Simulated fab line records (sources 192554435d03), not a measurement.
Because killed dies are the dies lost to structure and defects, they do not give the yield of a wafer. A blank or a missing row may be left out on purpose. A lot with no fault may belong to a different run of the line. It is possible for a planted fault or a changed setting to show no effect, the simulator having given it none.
Matching of chambers -- flow n5_finfet -- N5_BEOL_M0_SAQP_MANDREL2_REMOVE_110 on rie_si-03: 4 sister chambers
The step chemistry HBr/Cl2/O2, target a-Si, stops on SiCN, bt time 10 s. 4 wafers are shown with their chamber, then 8 later ones without.

WAFERS WITH THEIR CHAMBER
wafer,chamber,drypump_motor_current_A (A)
L083.2,1,6.4
L090.5,2,5.8
L092.6,0,5.0
L094.2,3,5.3

WAFERS WITHOUT THEIR CHAMBER
wafer,drypump_motor_current_A (A)
L094.3,5.0
L094.4,6.4
L095.2,5.2
L095.3,6.4
L095.5,6.5
L097.1,5.0
L097.2,5.2
L097.4,5.8

THE CHAMBER EACH PASSED THROUGH
wafer,from the rows above,in truth
L094.3,0,0
L094.4,1,1
L095.2,can't be placed: 3 or 0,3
L095.3,1,1
L095.5,1,1
L097.1,0,0
L097.2,can't be placed: 3 or 0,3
L097.4,2,2
Placed correctly: 6 of 8. From these rows, 2 cannot be placed; in 2 the true chamber is one of the candidates. Number placed wrongly: 0.
How it was worked out, from the rows above alone: a wafer's distance from a chamber is the root of the sum, over the readings, of the square of ((its reading less the chamber's mean) divided by the reading's scatter). If the next closest chamber is less than 2 further off than the closest, the wafer can't be placed; otherwise it belongs to the closest. For every chamber, the mean is computed from those of its wafers that are shown. The scatter: with one shown wafer a chamber, the root of the mean of the squares of how far each hidden wafer lies from its nearest shown one.
